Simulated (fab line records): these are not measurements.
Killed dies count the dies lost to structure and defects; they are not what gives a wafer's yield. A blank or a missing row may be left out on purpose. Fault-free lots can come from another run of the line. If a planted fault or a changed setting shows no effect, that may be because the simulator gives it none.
Matching of chambers ; flow nand harc ; rie diel-13 running NHARC_P_M1_ETCH_35: 4 sister chambers
The step etches the open film in N2/H2, target depth 40 nm, overetch 12 nm, time 43.94 s. 14 wafers are shown with their chamber, then 7 later ones without.

## WAFERS PAIRED WITH THEIR CHAMBERS
wafer;chamber;drypump motor current A (A);rf vpp V (V);oes product au (a.u.)
L078.2;0;6.07;425.7;1.004
L078.3;2;6.34;434.4;0.997
L078.6;0;6.08;426.2;1.005
L080.2;3;6.51;430.5;0.999
L080.4;2;6.35;433.1;0.996
L080.5;2;6.31;434.5;1.009
L081.1;1;5.64;429.3;0.992
L081.4;2;6.35;432.2;0.986
L081.6;2;6.37;432.9;0.994
L082.2;3;6.56;430.5;0.994
L082.3;2;6.34;433.1;1.000
L082.4;0;6.04;426.4;1.003
L083.1;1;5.61;429.1;0.998
L083.2;2;6.38;433.7;1.001

SIGNATURES (averages over the wafers above)
reading;chamber 0;chamber 1;chamber 2;chamber 3;scatter within a chamber
drypump motor current A;6.0633;5.6250;6.3486;6.5350;0.0238
rf vpp V;426.100;429.200;433.414;430.500;0.667
oes product au;1.00400;0.99500;0.99757;0.99650;0.00575
Rule: for each reading, subtract the chamber's mean from the wafer's reading, divide by that reading's scatter and square the result; add these up over the readings and take the root, which gives the wafer's distance from the chamber. If the next closest chamber is less than 2 further off than the closest, the wafer can't be placed; otherwise it belongs to the closest. The scatter: the root of (the sum of the squares of (reading less its chamber's mean) over the shown wafers, divided by (wafers less chambers)).

## WAFERS WITH NO CHAMBER GIVEN
wafer;drypump motor current A (A);rf vpp V (V);oes product au (a.u.)
L083.5;6.33;433.0;1.008
L086.3;6.56;431.2;0.977
L086.5;6.05;428.1;0.994
L086.6;5.63;427.0;0.996
L090.1;6.05;427.3;0.994
L090.4;6.55;431.8;1.000
L090.6;6.04;426.4;1.006

## EACH ONE'S CHAMBER
wafer;from the rows above;in truth
L083.5;2;2
L086.3;3;3
L086.5;0;0
L086.6;1;1
L090.1;0;0
L090.4;3;3
L090.6;0;0
7 of 7 placed correctly. Number that these rows cannot place: 0. Number placed wrongly: 0.
